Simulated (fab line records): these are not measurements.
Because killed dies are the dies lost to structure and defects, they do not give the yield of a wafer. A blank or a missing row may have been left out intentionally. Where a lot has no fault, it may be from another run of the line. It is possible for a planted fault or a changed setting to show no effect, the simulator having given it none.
Chamber matching | flow n5-finfet | 3 sister chambers for N5_BEOL_M11_CURE_71 on uv-cure-01
The step cures SiCOH lowk, time 240 s. 6 wafers are shown with their chamber, then 7 later ones without.

## EACH WAFER AND ITS CHAMBER
wafer  | chamber | wafer_temp_C_max | lamp-power-pct (%)
L082.4 | 1       | 386.4            | 52.33
L082.6 | 1       | 387.2            | 52.31
L086.3 | 2       | 388.5            | 52.29
L086.5 | 2       | 387.5            | 52.24
L087.2 | 0       | 386.0            | 52.35
L087.3 | 0       | 386.2            | 52.28

## WAFERS WITHOUT THEIR CHAMBER
wafer  | wafer_temp_C_max | lamp-power-pct (%)
L087.4 | 386.0            | 52.33
L091.1 | 386.2            | 52.38
L091.2 | 385.9            | 52.35
L091.5 | 385.9            | 52.28
L090.3 | 386.8            | 52.26
L090.4 | 386.0            | 52.36
L090.5 | 387.0            | 52.26

## EACH ONE'S CHAMBER
wafer  | from the rows above          | in truth
L087.4 | can't be placed: 0 or 1      | 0
L091.1 | can't be placed: 0 or 1      | 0
L091.2 | can't be placed: 0 or 1      | 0
L091.5 | can't be placed: 0 or 1      | 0
L090.3 | can't be placed: 1 or 0 or 2 | 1
L090.4 | can't be placed: 0 or 1      | 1
L090.5 | can't be placed: 1 or 2 or 0 | 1
Correctly placed: 0 of 7. These rows do not allow placing 7 (true chamber among the candidates in 7). Wrongly placed: 0.
How it was worked out, from the rows above alone: a wafer's distance from a chamber is the root of the sum, over the readings, of the square of ((its reading less the chamber's mean) divided by the reading's scatter). If the next closest chamber is less than 2 further off than the closest, the wafer can't be placed; otherwise it belongs to the closest. A chamber's mean is the mean of its shown wafers. The scatter is the square root of a quotient: the sum, over the shown wafers, of each reading's squared deviation from its chamber's mean, divided by wafers minus chambers.
